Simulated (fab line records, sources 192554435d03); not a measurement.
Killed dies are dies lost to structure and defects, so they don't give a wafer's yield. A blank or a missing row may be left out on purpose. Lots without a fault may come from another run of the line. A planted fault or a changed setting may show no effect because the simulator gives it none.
Chamber matching | flow n5_finfet | N5_FIN_SAQP_HM_OPEN_73 on rie_diel-02: 4 sister chambers
The step chemistry CHF3/O2, target SiO2, stops on a-Si, target depth 12 nm, time 16.8 s. 4 wafers are shown with their chamber, then 7 later ones without.

WAFERS WITH THEIR CHAMBER
wafer  | chamber | drypump_motor_current_A (A)
L088.4 | 2       | 6.2
L090.1 | 1       | 5.2
L090.5 | 0       | 5.8
L094.5 | 3       | 5.6

WAFERS WITHOUT THEIR CHAMBER
wafer  | drypump_motor_current_A (A)
L094.6 | 6.2
L095.1 | 5.3
L095.3 | 5.7
L095.6 | 6.2
L096.1 | 5.8
L096.4 | 5.7
L096.5 | 5.2

WHICH CHAMBER EACH WENT THROUGH
wafer  | from the rows above     | in truth
L094.6 | 2                       | 2
L095.1 | 1                       | 1
L095.3 | can't be placed: 0 or 3 | 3
L095.6 | 2                       | 2
L096.1 | 0                       | 0
L096.4 | can't be placed: 0 or 3 | 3
L096.5 | 1                       | 1
Placed correctly: 5 of 7. Can't be placed from these rows: 2 (the true chamber is among the candidates in 2). Placed wrongly: 0.
How it was worked out, from the rows above alone: a wafer's distance from a chamber is the root of the sum, over the readings, of the square of ((its reading less the chamber's mean) divided by the reading's scatter). The wafer belongs to the nearest chamber; if the next one is less than 2 further off, it can't be placed. A chamber's mean is the mean of its shown wafers. The scatter: with one shown wafer a chamber, the root of the mean of the squares of how far each hidden wafer lies from its nearest shown one.
